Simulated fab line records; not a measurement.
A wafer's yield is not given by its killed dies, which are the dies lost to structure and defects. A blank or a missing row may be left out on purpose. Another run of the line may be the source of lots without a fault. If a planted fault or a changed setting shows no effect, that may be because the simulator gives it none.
Lot-split experiment :: flow n5-finfet :: route with 1938 steps; 7 lots, 21 wafers read

ON THE SPLIT
At N5_BEOL_M9_COAT_22 (resist thk 30 nm), the setting spin-rpm was moved away from the recipe's 1500 rpm on 4 of the 21 wafers read, by -10.9% to +7.1%. All remaining wafers had this setting at the recipe value.

FROM THE SPLIT TO THE READING: what the file shows between them, 5 steps
- N5_BEOL_M9_EXPOSE_25: exposes mask V8 (also split here: dose-mj)
- N5_BEOL_M9_PEB_26: peb time 60 s
- N5_BEOL_M9_DEVELOP_27: develop time 30 s
- N5_BEOL_M9_CD_MEAS_28: target cd 70 nm
- N5_BEOL_M9_DESCUM_33: chemistry O2, time 7 s

THE READING
CAR-EUV_of_BEOL_M9_COAT_22.thk-nm (the simulator's own value, which no gauge read), in nm, at N5_BEOL_M9_ETCH_76 (etches underlayer in N2/H2, target depth 6.5 nm, time 5.2 s). The file gives no usual value for it. Average 20.4 nm, standard deviation 0.13 nm, over the 17 wafers here run with the recipe.

wafer: L083.3
tool, chamber at the split: litho-track-04, 0
spin-rpm as run, rpm: 1500
against the recipe: recipe
CAR-EUV_of_BEOL_M9_COAT_22.thk-nm, nm: 20.4
against lot-mates on the recipe: -

wafer: L083.6
tool, chamber at the split: litho-track-04, 0
spin-rpm as run, rpm: 1500
against the recipe: recipe
CAR-EUV_of_BEOL_M9_COAT_22.thk-nm, nm: 20.4
against lot-mates on the recipe: -

wafer: L083.4
tool, chamber at the split: litho-track-04, 0
spin-rpm as run, rpm: 1500
against the recipe: recipe
CAR-EUV_of_BEOL_M9_COAT_22.thk-nm, nm: 20.6
against lot-mates on the recipe: -

wafer: L090.1
tool, chamber at the split: litho-track-04, 0
spin-rpm as run, rpm: 1500
against the recipe: recipe
CAR-EUV_of_BEOL_M9_COAT_22.thk-nm, nm: 20.4
against lot-mates on the recipe: -

wafer: L090.2
tool, chamber at the split: litho-track-04, 0
spin-rpm as run, rpm: 1500
against the recipe: recipe
CAR-EUV_of_BEOL_M9_COAT_22.thk-nm, nm: 20.2
against lot-mates on the recipe: -

wafer: L090.6
tool, chamber at the split: litho-track-04, 0
spin-rpm as run, rpm: 1500
against the recipe: recipe
CAR-EUV_of_BEOL_M9_COAT_22.thk-nm, nm: 20.2
against lot-mates on the recipe: -

wafer: L091.2
tool, chamber at the split: litho-track-03, 0
spin-rpm as run, rpm: 1500
against the recipe: recipe
CAR-EUV_of_BEOL_M9_COAT_22.thk-nm, nm: 20.2
against lot-mates on the recipe: -

wafer: L091.5
tool, chamber at the split: litho-track-03, 0
spin-rpm as run, rpm: 1500
against the recipe: recipe
CAR-EUV_of_BEOL_M9_COAT_22.thk-nm, nm: 20.2
against lot-mates on the recipe: -

wafer: L091.4
tool, chamber at the split: litho-track-03, 0
spin-rpm as run, rpm: 1500
against the recipe: recipe
CAR-EUV_of_BEOL_M9_COAT_22.thk-nm, nm: 20.4
against lot-mates on the recipe: -

wafer: L089.2
tool, chamber at the split: litho-track-04, 0
spin-rpm as run, rpm: 1337
against the recipe: -10.9%
CAR-EUV_of_BEOL_M9_COAT_22.thk-nm, nm: 21.8
against lot-mates on the recipe: +1.4

wafer: L089.5
tool, chamber at the split: litho-track-04, 0
spin-rpm as run, rpm: 1500
against the recipe: recipe
CAR-EUV_of_BEOL_M9_COAT_22.thk-nm, nm: 20.4
against lot-mates on the recipe: -

wafer: L089.6
tool, chamber at the split: litho-track-04, 0
spin-rpm as run, rpm: 1500
against the recipe: recipe
CAR-EUV_of_BEOL_M9_COAT_22.thk-nm, nm: 20.4
against lot-mates on the recipe: -

wafer: L094.2
tool, chamber at the split: litho-track-01, 0
spin-rpm as run, rpm: 1585
against the recipe: +5.7%
CAR-EUV_of_BEOL_M9_COAT_22.thk-nm, nm: 19.4
against lot-mates on the recipe: -1.0

wafer: L094.4
tool, chamber at the split: litho-track-01, 0
spin-rpm as run, rpm: 1500
against the recipe: recipe
CAR-EUV_of_BEOL_M9_COAT_22.thk-nm, nm: 20.4
against lot-mates on the recipe: -

wafer: L094.6
tool, chamber at the split: litho-track-01, 0
spin-rpm as run, rpm: 1585
against the recipe: +5.7%
CAR-EUV_of_BEOL_M9_COAT_22.thk-nm, nm: 19.2
against lot-mates on the recipe: -1.2

wafer: L092.1
tool, chamber at the split: litho-track-04, 0
spin-rpm as run, rpm: 1500
against the recipe: recipe
CAR-EUV_of_BEOL_M9_COAT_22.thk-nm, nm: 20.2
against lot-mates on the recipe: -

wafer: L092.5
tool, chamber at the split: litho-track-04, 0
spin-rpm as run, rpm: 1500
against the recipe: recipe
CAR-EUV_of_BEOL_M9_COAT_22.thk-nm, nm: 20.2
against lot-mates on the recipe: -

wafer: L092.3
tool, chamber at the split: litho-track-04, 0
spin-rpm as run, rpm: 1607
against the recipe: +7.1%
CAR-EUV_of_BEOL_M9_COAT_22.thk-nm, nm: 19.2
against lot-mates on the recipe: -1.0

wafer: L097.1
tool, chamber at the split: litho-track-03, 0
spin-rpm as run, rpm: 1500
against the recipe: recipe
CAR-EUV_of_BEOL_M9_COAT_22.thk-nm, nm: 20.4
against lot-mates on the recipe: -

wafer: L097.4
tool, chamber at the split: litho-track-03, 0
spin-rpm as run, rpm: 1500
against the recipe: recipe
CAR-EUV_of_BEOL_M9_COAT_22.thk-nm, nm: 20.4
against lot-mates on the recipe: -

wafer: L097.2
tool, chamber at the split: litho-track-03, 0
spin-rpm as run, rpm: 1500
against the recipe: recipe
CAR-EUV_of_BEOL_M9_COAT_22.thk-nm, nm: 20.6
against lot-mates on the recipe: -

FIT RESULTS
A straight line over all 21 wafers: CAR-EUV_of_BEOL_M9_COAT_22.thk-nm changes by -0.153 nm for each +1% of spin-rpm; r = -0.96; the points scatter about the line by 0.15 nm.
The same after taking each lot's own level away (the mean of its wafers on the recipe; 21 wafers): -0.148 nm for each +1%; r = -0.97; scatter 0.12 nm.
The reading moves by 1.6 nm for the largest change in spin-rpm, on that fit.
The lots' own levels span 20.20 to 20.47 nm, that is 2.1 times the standard deviation above.
The two slopes are in agreement: the lot-to-lot level therefore moves the slope only a little.
Check: with one of the wafers moved furthest among these (-10.9%) left out of the fit, the line predicts +1.84 nm for it against its lot-mates. It came out at +1.4 nm against them.

THE OTHER SPLITS THESE WAFERS WENT THROUGH
Other splits were also applied to these wafers ahead of the reading. Each is held against what the fit with the lots' levels taken away leaves over:
other split on the same wafers: N5_BEOL_M9_COAT_60 spin-rpm
wafers away from the commonest value: 3
r with CAR-EUV_of_BEOL_M9_COAT_22.thk-nm (lot level and that fit taken away): -0.33

other split on the same wafers: N5_BEOL_M9_EXPOSE_25 dose-mj
wafers away from the commonest value: 8
r with CAR-EUV_of_BEOL_M9_COAT_22.thk-nm (lot level and that fit taken away): -0.15

THE WHOLE CHAIN: every reading that the file lists as answering this split, in the file's order
step: N5_BEOL_M9_COAT_22
what it does: resist thk 30 nm
reading: CAR-EUV_of_BEOL_M9_COAT_22.thk-nm (the simulator's own value, which no gauge read)
change (the file's fit): -0.151 nm for each +1% of the setting
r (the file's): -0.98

step: N5_BEOL_M9_DEVELOP_27
what it does: develop time 30 s
reading: CAR-EUV_of_BEOL_M9_COAT_22.thk-nm (the simulator's own value, which no gauge read)
change (the file's fit): -0.161 nm for each +1% of the setting
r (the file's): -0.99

step: N5_BEOL_M9_ETCH_76
what it does: etches underlayer in N2/H2, target depth 6.5 nm, time 5.2 s
reading: CAR-EUV_of_BEOL_M9_COAT_22.thk-nm (the simulator's own value, which no gauge read)
change (the file's fit): -0.142 nm for each +1% of the setting
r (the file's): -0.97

THE FILE'S OWN FIT
CAR-EUV_of_BEOL_M9_COAT_22.thk-nm changes by -0.142 nm for each +1% of spin-rpm, r = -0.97.
